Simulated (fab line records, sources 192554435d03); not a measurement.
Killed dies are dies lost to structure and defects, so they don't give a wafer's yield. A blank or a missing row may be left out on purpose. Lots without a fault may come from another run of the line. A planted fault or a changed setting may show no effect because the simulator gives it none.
Which tool did it? | flow n5_finfet | 9 lots, 27 wafers sampled, at 5 steps of a route of 1938

WHAT THE GAUGES READ, wafer by wafer
N5_BEOL_M5_THK_MEAS_53: measures by xrf.
lot  | measured     | on            | M5_THK (nm)
L528 | day 9 13:50  | film_metro-01 | 60.0 59.6 62.0
L533 | day 10 10:23 | film_metro-01 | 59.8 62.2 62.1
L534 | day 10 12:25 | film_metro-01 | 63.0 59.6 60.8
L538 | day 11 12:34 | film_metro-01 | 291.2 296.6 292.8
L539 | day 12 03:07 | film_metro-01 | 293.6 293.2 295.9
L540 | day 12 06:49 | film_metro-02 | 289.1 286.8 288.9
L547 | day 14 00:05 | film_metro-02 | 59.9 60.8 59.9
L548 | day 13 23:13 | film_metro-01 | 63.4 60.2 62.0
L550 | day 14 20:04 | film_metro-02 | 60.9 60.8 62.7

WHICH TOOL RAN EACH LOT (tool, then ch and the chambers of the sampled wafers, then the start)
lot  | N5_BEOL_M5_SPUTTER_48        | N5_BEOL_M5_ANNEAL_84         | N5_BEOL_M5_ANNEAL_51             | N5_BEOL_M5_CMP_52
L528 | pvd_sputter-02, day 9 08:37  | pvd_sputter-02, day 9 10:52  | rtp_anneal-02 ch 0, day 9 13:15  | cmp-03 ch 0,1,3, day 9 13:33
L533 | pvd_sputter-02, day 10 05:12 | pvd_sputter-02, day 10 07:27 | rtp_anneal-02 ch 0, day 10 09:47 | cmp-03 ch 0,2,3, day 10 10:08
L534 | pvd_sputter-03, day 10 07:05 | pvd_sputter-03, day 10 09:20 | rtp_anneal-02 ch 0, day 10 11:52 | cmp-04 ch 0,2,3, day 10 12:11
L538 | pvd_sputter-03, day 11 07:25 | pvd_sputter-03, day 11 09:40 | rtp_anneal-01 ch 0, day 11 12:01 | cmp-03 ch 1,2, day 11 12:16
L539 | pvd_sputter-03, day 11 21:58 | pvd_sputter-03, day 12 00:13 | rtp_anneal-02 ch 0, day 12 02:34 | cmp-01 ch 2,3, day 12 02:50
L540 | pvd_sputter-01, day 12 01:35 | pvd_sputter-01, day 12 03:50 | rtp_anneal-02 ch 0, day 12 06:13 | cmp-04 ch 2,3, day 12 06:31
L547 | pvd_sputter-03, day 13 18:49 | pvd_sputter-03, day 13 21:04 | rtp_anneal-02 ch 0, day 13 23:28 | cmp-01 ch 0,1,3, day 13 23:47
L548 | pvd_sputter-02, day 13 18:04 | pvd_sputter-02, day 13 20:19 | rtp_anneal-01 ch 0, day 13 22:40 | cmp-04 ch 0,1,3, day 13 22:57
L550 | pvd_sputter-02, day 14 14:46 | pvd_sputter-02, day 14 17:01 | rtp_anneal-01 ch 0, day 14 19:31 | cmp-04 ch 1,2, day 14 19:46
- N5_BEOL_M5_SPUTTER_48: material Cu, target thk 15 nm, time 27.62 s.
- N5_BEOL_M5_ANNEAL_84: time 1800 s.
- N5_BEOL_M5_ANNEAL_51: time 90 s.
- N5_BEOL_M5_CMP_52: polishes, stops on SiCOH lowk, t overpolish 6.9 s, target thk 62 nm.

THE ANSWER, worked out from the rows above alone
Rule: what is usual is taken from the lots themselves. Put in order of their means at a reading, lots are off if they are a third of the lots or fewer, leave a main group of 4 or more, and stand apart from it by a gap of 3 or more times the standard deviation of the main group's means; of several such gaps the widest counts. A main group whose means are all the same, to the digits that the tables above print for the reading, isn't used. A lot without any number at a reading at which 4 lots or more have one is off too. The other lots that the step has rows for count as sound.
Off: L538, L539, L540, at N5_BEOL_M5_THK_MEAS_53 (M5_THK). The main group: mean 61.1 nm, standard deviation 0.57.
A tool fits if, at a process step before that reading, it ran every lot that is off, and no sound lot after the first of them. The gauges at N5_BEOL_M5_THK_MEAS_53 are tried like those tools. None of those tried fits.

WHAT THE SIMULATOR HAD PUT IN
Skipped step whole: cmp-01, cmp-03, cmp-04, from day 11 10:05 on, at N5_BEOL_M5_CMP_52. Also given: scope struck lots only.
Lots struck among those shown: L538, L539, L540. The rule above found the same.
